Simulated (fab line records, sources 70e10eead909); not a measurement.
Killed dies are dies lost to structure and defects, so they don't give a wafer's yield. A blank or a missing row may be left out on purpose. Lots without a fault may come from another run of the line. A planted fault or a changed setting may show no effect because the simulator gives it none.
Tool commonality check | flow nand_harc | 12 lots, 36 wafers sampled

WHY IT WAS OPENED
At NHARC_END_SORT_01 the reading killed_at_other is flagged on 2 of 12 lots. Wafers without a fault read 0.7, standard deviation 1.3.
Rule: a lot is flagged when every wafer of it that has a number lies more than 4 standard deviations from that mean, or none has a number. The other lots count as sound.

lot  | measured     | on        | killed_at_other, wafer by wafer | flag
L724 | day 20 09:17 | prober-01 | 0 2 1                           |
L722 | day 20 15:32 | prober-02 | 0 0 0                           |
L723 | day 21 00:12 | prober-01 | 1 0 0                           |
L725 | day 21 09:22 | prober-02 | 0 0 0                           |
L730 | day 21 15:29 | prober-02 | 1 0 0                           |
L727 | day 21 16:17 | prober-01 | 1 0 2                           |
L728 | day 21 23:13 | prober-02 | 2 0 3                           |
L734 | day 22 08:38 | prober-02 | 0 0 0                           |
L737 | day 23 09:14 | prober-01 | 653 655 661                     | FLAGGED
L739 | day 23 21:34 | prober-02 | 646 642 654                     | FLAGGED
L744 | day 24 11:40 | prober-01 | 1 0 1                           |
L745 | day 25 03:25 | prober-02 | 0 0 0                           |
The numbers of the flagged lots are 651.8 on average: +651.1 against the usual, or +99 or more standard deviations.

WHICH TOOL RAN EACH LOT
The record holds 2 process steps before the reading, out of a route of 1159 steps. In each cell: the tool, then ch and the chambers that the sampled wafers went through, then the start.
lot  | flag    | NHARC_A_BONDPAD_PVD_17                  | NHARC_THIN_TSV_DEP_43
L724 |         | pvd_sputter-03, day 19 15:12 or earlier | pecvd-02 ch 1,2, day 19 15:28
L722 |         | pvd_sputter-03, day 19 12:08 or earlier | pecvd-03 ch 0,1, day 19 12:26
L723 |         | pvd_sputter-03, day 19 21:37 or earlier | pecvd-03 ch 0,2, day 19 21:53
L725 |         | pvd_sputter-02, day 20 15:43 or earlier | pecvd-02 ch 0,1,2, day 20 16:10
L730 |         | pvd_sputter-01, day 21 00:41 or earlier | pecvd-02 ch 1,2, day 21 00:58
L727 |         | pvd_sputter-03, day 21 01:54 or earlier | pecvd-02 ch 1,2, day 21 02:13
L728 |         | pvd_sputter-02, day 20 23:30 or earlier | pecvd-02 ch 0,1,2, day 20 23:54
L734 |         | pvd_sputter-02, day 21 16:25 or earlier | pecvd-03 ch 1,2, day 21 16:38
L737 | FLAGGED | pvd_sputter-01, day 22 17:22 or earlier | pecvd-03 ch 0,1,2, day 22 17:35
L739 | FLAGGED | pvd_sputter-02, day 23 01:25 or earlier | pecvd-04 ch 0,2, day 23 01:38
L744 |         | pvd_sputter-03, day 23 12:19 or earlier | pecvd-03 ch 1,2, day 23 12:35
L745 |         | pvd_sputter-03, day 24 10:48 or earlier | pecvd-03 ch 0,1,2, day 24 11:06
What these steps do:
- NHARC_A_BONDPAD_PVD_17: deposits TaN, target thk 5 nm, time 8.06 s.
- NHARC_THIN_TSV_DEP_43: deposits SiO2, target thk 1328.5 nm.
- NHARC_END_SORT_01

FLAGGED OVER TOTAL, TOOL BY TOOL (the gauges that took the reading come last)
step                   | tool           | lots run | flagged | share of the flagged lots | sound lots run after its first flagged lot
NHARC_A_BONDPAD_PVD_17 | pvd_sputter-01 | 2        | 1       | some                      | 0
NHARC_A_BONDPAD_PVD_17 | pvd_sputter-02 | 4        | 1       | some                      | 0
NHARC_A_BONDPAD_PVD_17 | pvd_sputter-03 | 6        | 0       | none                      | -
NHARC_THIN_TSV_DEP_43  | pecvd-02       | 5        | 0       | none                      | -
NHARC_THIN_TSV_DEP_43  | pecvd-03       | 6        | 1       | some                      | 2 (L744,L745)
NHARC_THIN_TSV_DEP_43  | pecvd-04       | 1        | 1       | some                      | 0
NHARC_END_SORT_01      | prober-01      | 5        | 1       | some                      | 1 (L744)
NHARC_END_SORT_01      | prober-02      | 7        | 1       | some                      | 1 (L745)
NHARC_A_BONDPAD_PVD_17 gives no start for some lots, so the hours and the order of its lots are those of NHARC_THIN_TSV_THK_MEAS_02.

WHAT THE TABLE ALLOWS
No row of the table ran every flagged lot.

WHAT THE SIMULATOR HAD PUT IN
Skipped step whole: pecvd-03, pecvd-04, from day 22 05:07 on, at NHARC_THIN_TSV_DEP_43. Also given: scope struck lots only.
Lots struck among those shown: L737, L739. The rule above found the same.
